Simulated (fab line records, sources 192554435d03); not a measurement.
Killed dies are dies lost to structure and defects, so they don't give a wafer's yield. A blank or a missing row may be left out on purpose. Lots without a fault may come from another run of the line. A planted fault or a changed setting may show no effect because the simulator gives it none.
Which tool did it? | flow n5_finfet | 15 lots, 45 wafers sampled, at 6 steps of a route of 1938

WHAT THE GAUGES READ, wafer by wafer
N5_BEOL_M7_CD_MEAS_35: target cd 40 nm. Usual: cd_nm 39.6 nm, standard deviation 0.47.
lot  | measured     | on        | cd_nm (nm)     | flag
L317 | day 9 14:08  | cd_sem-03 | 39.7 39.9 39.8 |
L316 | day 9 17:39  | cd_sem-01 | 39.8 39.2 40.5 |
L318 | day 9 19:38  | cd_sem-02 | 39.4 40.1 39.4 |
L319 | day 10 00:05 | cd_sem-02 | 40.0 40.4 39.6 |
L321 | day 10 05:32 | cd_sem-01 | 38.7 39.3 39.0 |
L322 | day 10 17:52 | cd_sem-02 | 40.1 39.9 39.8 |
L323 | day 11 02:05 | cd_sem-02 | 39.4 39.3 38.2 |
L324 | day 11 14:54 | cd_sem-02 | 40.0 39.2 40.4 |
L330 | day 12 17:34 | cd_sem-03 | 39.8 38.7 39.2 |
L332 | day 13 04:49 | cd_sem-03 | 39.8 39.7 39.8 |
L333 | day 13 21:06 | cd_sem-01 | 39.3 39.6 39.3 |
L335 | day 13 22:44 | cd_sem-01 | 39.4 40.0 40.3 |
L336 | day 14 07:56 | cd_sem-01 | 40.1 39.2 39.4 |
L338 | day 14 16:05 | cd_sem-02 | 39.3 39.9 39.2 |
L339 | day 14 20:37 | cd_sem-03 | 39.7 39.8 39.3 |

N5_BEOL_M7_RS_MEAS_57: measures by four-point-probe. Usual: M7_RS 0.288 ohm/sq, standard deviation 0.0073.
lot  | measured     | on            | M7_RS (ohm/sq)    | flag
L317 | day 9 17:46  | film_metro-02 | 0.290 0.290 0.296 |
L316 | day 9 20:54  | film_metro-02 | 0.285 0.285 0.280 |
L318 | day 9 22:19  | film_metro-02 | 0.288 0.295 0.294 |
L319 | day 10 03:55 | film_metro-01 | 0.294 0.283 0.291 |
L321 | day 10 08:35 | film_metro-01 | 0.294 0.296 0.296 |
L322 | day 10 22:01 | film_metro-01 | 0.292 0.291 0.299 |
L323 | day 11 04:46 | film_metro-02 | 0.283 0.287 0.286 |
L324 | day 11 17:06 | film_metro-02 | 0.290 0.289 0.280 |
L330 | day 12 20:29 | film_metro-01 | 0.290 0.299 0.274 |
L332 | day 13 07:20 | film_metro-01 | 0.288 0.296 0.297 |
L333 | day 14 00:05 | film_metro-01 | 0.290 0.292 0.285 |
L335 | day 14 01:09 | film_metro-01 | 0.266 0.277 0.270 |
L336 | day 14 11:28 | film_metro-01 | 0.279 0.285 0.287 |
L338 | day 14 18:29 | film_metro-02 | 0.271 0.290 0.278 |
L339 | day 14 22:56 | film_metro-02 | 0.286 0.283 0.291 |

N5_BEOL_M8_CD_MEAS_18: pitch 80 nm, target cd 40 nm. Usual: cd_nm 40.1 nm, standard deviation 0.44.
lot  | measured     | on        | cd_nm (nm)     | flag
L317 | day 9 21:14  | cd_sem-01 | 39.8 40.3 39.8 |
L316 | day 9 22:44  | cd_sem-02 | 40.0 39.7 40.3 |
L318 | day 10 00:49 | cd_sem-02 | 41.1 40.7 40.4 |
L319 | day 10 05:56 | cd_sem-01 | 40.5 40.9 40.2 |
L321 | day 10 11:46 | cd_sem-01 | 39.6 39.7 40.0 |
L322 | day 11 00:06 | cd_sem-01 | - - -          | OFF
L323 | day 11 07:56 | cd_sem-03 | - - -          | OFF
L324 | day 11 19:58 | cd_sem-01 | - - -          | OFF
L330 | day 12 22:34 | cd_sem-01 | 40.4 39.9 39.9 |
L332 | day 13 11:22 | cd_sem-01 | 40.8 40.3 40.2 |
L333 | day 14 02:23 | cd_sem-03 | 40.2 40.1 40.2 |
L335 | day 14 02:56 | cd_sem-02 | 41.0 40.2 40.3 |
L336 | day 14 15:43 | cd_sem-03 | 40.3 40.4 40.3 |
L338 | day 14 21:25 | cd_sem-03 | 40.4 40.9 40.9 |
L339 | day 15 01:26 | cd_sem-01 | 39.2 40.0 39.7 |

WHICH TOOL RAN EACH LOT (tool, then ch and the chambers of the sampled wafers, then the start)
lot  | N5_BEOL_M7_PRE_CLEAN_45      | N5_BEOL_M8_HM_DEP_02         | N5_BEOL_M8_HM_OPEN_17
L317 | pvd_sputter-03, day 9 14:35  | pvd_sputter-02, day 9 20:01  | rie_metal-03 ch 0,1, day 9 21:05
L316 | pvd_sputter-01, day 9 18:03  | pvd_sputter-03, day 9 21:40  | rie_metal-02 ch 0,1, day 9 22:33
L318 | pvd_sputter-02, day 9 20:23  | pvd_sputter-01, day 9 23:53  | rie_metal-01 ch 0,1, day 10 00:38
L319 | pvd_sputter-03, day 10 00:29 | pvd_sputter-02, day 10 05:01 | rie_metal-01 ch 0,1, day 10 05:45
L321 | pvd_sputter-01, day 10 07:07 | pvd_sputter-02, day 10 10:25 | rie_metal-03 ch 0,1, day 10 11:23
L322 | pvd_sputter-02, day 10 18:34 | pvd_sputter-01, day 10 23:03 | rie_metal-02 ch 0, day 10 23:55
L323 | pvd_sputter-03, day 11 03:01 | pvd_sputter-02, day 11 06:52 | rie_metal-03 ch 0,1, day 11 07:43
L324 | pvd_sputter-01, day 11 15:23 | pvd_sputter-03, day 11 18:34 | rie_metal-03 ch 0,1, day 11 19:35
L330 | pvd_sputter-02, day 12 18:42 | pvd_sputter-03, day 12 21:13 | rie_metal-02 ch 0,1, day 12 22:24
L332 | pvd_sputter-03, day 13 05:31 | pvd_sputter-01, day 13 10:27 | rie_metal-02 ch 0,1, day 13 11:11
L333 | pvd_sputter-01, day 13 22:31 | pvd_sputter-01, day 14 01:20 | rie_metal-01 ch 0,1, day 14 02:13
L335 | pvd_sputter-01, day 13 23:35 | pvd_sputter-02, day 14 01:53 | rie_metal-02 ch 0,1, day 14 02:45
L336 | pvd_sputter-02, day 14 08:40 | pvd_sputter-01, day 14 14:07 | rie_metal-01 ch 0,1, day 14 15:32
L338 | pvd_sputter-03, day 14 16:43 | pvd_sputter-01, day 14 20:20 | rie_metal-01 ch 0,1, day 14 21:14
L339 | pvd_sputter-01, day 14 21:06 | pvd_sputter-03, day 15 00:18 | rie_metal-03 ch 0,1, day 15 01:11
- N5_BEOL_M7_PRE_CLEAN_45: time 30 s.
- N5_BEOL_M8_HM_DEP_02: deposits TiN, target thk 20 nm.
- N5_BEOL_M8_HM_OPEN_17: chemistry Cl2/BCl3, target TiN, target depth 20 nm, overetch 6 nm.

WHAT THE TOOLS THEMSELVES READ (means of the sampled wafers that have a number; where no wafer has one, the mark that the record gives instead)
N5_BEOL_M7_PRE_CLEAN_45. Usual: heater_power_w 339 W, standard deviation 39.
lot  | tool           | heater_power_w (W) | flag
L317 | pvd_sputter-03 | 370                |
L316 | pvd_sputter-01 | 317                |
L318 | pvd_sputter-02 | 344                |
L319 | pvd_sputter-03 | 354                |
L321 | pvd_sputter-01 | 313                |
L322 | pvd_sputter-02 | 349                |
L323 | pvd_sputter-03 | 360                |
L324 | pvd_sputter-01 | 310                |
L330 | pvd_sputter-02 | 376                |
L332 | pvd_sputter-03 | 354                |
L333 | pvd_sputter-01 | 316                |
L335 | pvd_sputter-01 | 308                |
L336 | pvd_sputter-02 | 362                |
L338 | pvd_sputter-03 | 360                |
L339 | pvd_sputter-01 | 312                |

N5_BEOL_M8_HM_DEP_02. Usual: chamber_pressure_pa 0.5000 Pa, standard deviation 0.00099; substrate_temp_c 25.00 C, standard deviation 0.1; throttle_valve_pct 30.5 %, standard deviation 0.76.
lot  | tool           | chamber_pressure_pa (Pa) | substrate_temp_c (C) | throttle_valve_pct (%) | flag
L317 | pvd_sputter-02 | 0.4998                   | 25.05                | 30.4                   |
L316 | pvd_sputter-03 | 0.5000                   | 25.01                | 30.9                   |
L318 | pvd_sputter-01 | 0.5001                   | 25.09                | 30.1                   |
L319 | pvd_sputter-02 | 0.4997                   | 25.07                | 30.2                   |
L321 | pvd_sputter-02 | 0.5005                   | 24.98                | 30.3                   |
L322 | pvd_sputter-01 | -                        | -                    | -                      | OFF
L323 | pvd_sputter-02 | -                        | -                    | -                      | OFF
L324 | pvd_sputter-03 | -                        | -                    | -                      | OFF
L330 | pvd_sputter-03 | 0.4997                   | 24.95                | 31.0                   |
L332 | pvd_sputter-01 | 0.4999                   | 25.04                | 30.2                   |
L333 | pvd_sputter-01 | 0.4991                   | 25.03                | 29.8                   |
L335 | pvd_sputter-02 | 0.5001                   | 25.03                | 30.2                   |
L336 | pvd_sputter-01 | 0.4998                   | 25.05                | 29.9                   |
L338 | pvd_sputter-01 | 0.4998                   | 24.99                | 30.4                   |
L339 | pvd_sputter-03 | 0.4996                   | 24.94                | 31.4                   |

N5_BEOL_M8_HM_OPEN_17. Usual: drypump_motor_current_A 5.7 A, standard deviation 0.4; oes_product_au 0.65 a.u., standard deviation 0.061; throttle_valve_pct 22.03 %, standard deviation 0.1.
lot  | tool         | drypump_motor_current_A (A) | oes_product_au (a.u.) | throttle_valve_pct (%) | flag
L317 | rie_metal-03 | 5.5                         | 0.64                  | 22.04                  |
L316 | rie_metal-02 | 5.6                         | 0.65                  | 22.06                  |
L318 | rie_metal-01 | 6.3                         | 0.68                  | 22.02                  |
L319 | rie_metal-01 | 6.1                         | 0.65                  | 21.97                  |
L321 | rie_metal-03 | 5.3                         | 0.67                  | 22.05                  |
L322 | rie_metal-02 | 5.9                         | 0.33                  | 22.53                  | OFF
L323 | rie_metal-03 | 5.4                         | 0.30                  | 22.69                  | OFF
L324 | rie_metal-03 | 5.5                         | 0.28                  | 22.70                  | OFF
L330 | rie_metal-02 | 5.6                         | 0.64                  | 22.07                  |
L332 | rie_metal-02 | 5.8                         | 0.67                  | 21.99                  |
L333 | rie_metal-01 | 6.4                         | 0.65                  | 22.04                  |
L335 | rie_metal-02 | 5.8                         | 0.67                  | 21.98                  |
L336 | rie_metal-01 | 6.3                         | 0.64                  | 22.07                  |
L338 | rie_metal-01 | 6.1                         | 0.62                  | 22.02                  |
L339 | rie_metal-03 | 5.4                         | 0.65                  | 22.06                  |

THE ANSWER, worked out from the rows above alone
Rule: a lot is off if the mean of its wafers that have a number lies more than 3 standard deviations from the usual mean. A lot without any number at a reading at which 4 lots or more have one is off too. The other lots that the step has rows for count as sound. The gauges are gone through in route order, then the tools' own readings, and for those a lot's mean is taken as printed above. The first step at which some lot is off is used, and at that step the reading that is off furthest; a lot without a number counts as furthest.
Off: L322, L323, L324, at N5_BEOL_M8_CD_MEAS_18 (cd_nm). Without a number there: L322, L323, L324.
A tool fits if, at a process step before that reading, it ran every lot that is off, and no sound lot after the first of them. The gauges at N5_BEOL_M8_CD_MEAS_18 aren't tried: what is off there is off at N5_BEOL_M8_HM_DEP_02 too, on other tools, and a gauge's error can't cause that. None of those tried fits.

WHAT THE SIMULATOR HAD PUT IN
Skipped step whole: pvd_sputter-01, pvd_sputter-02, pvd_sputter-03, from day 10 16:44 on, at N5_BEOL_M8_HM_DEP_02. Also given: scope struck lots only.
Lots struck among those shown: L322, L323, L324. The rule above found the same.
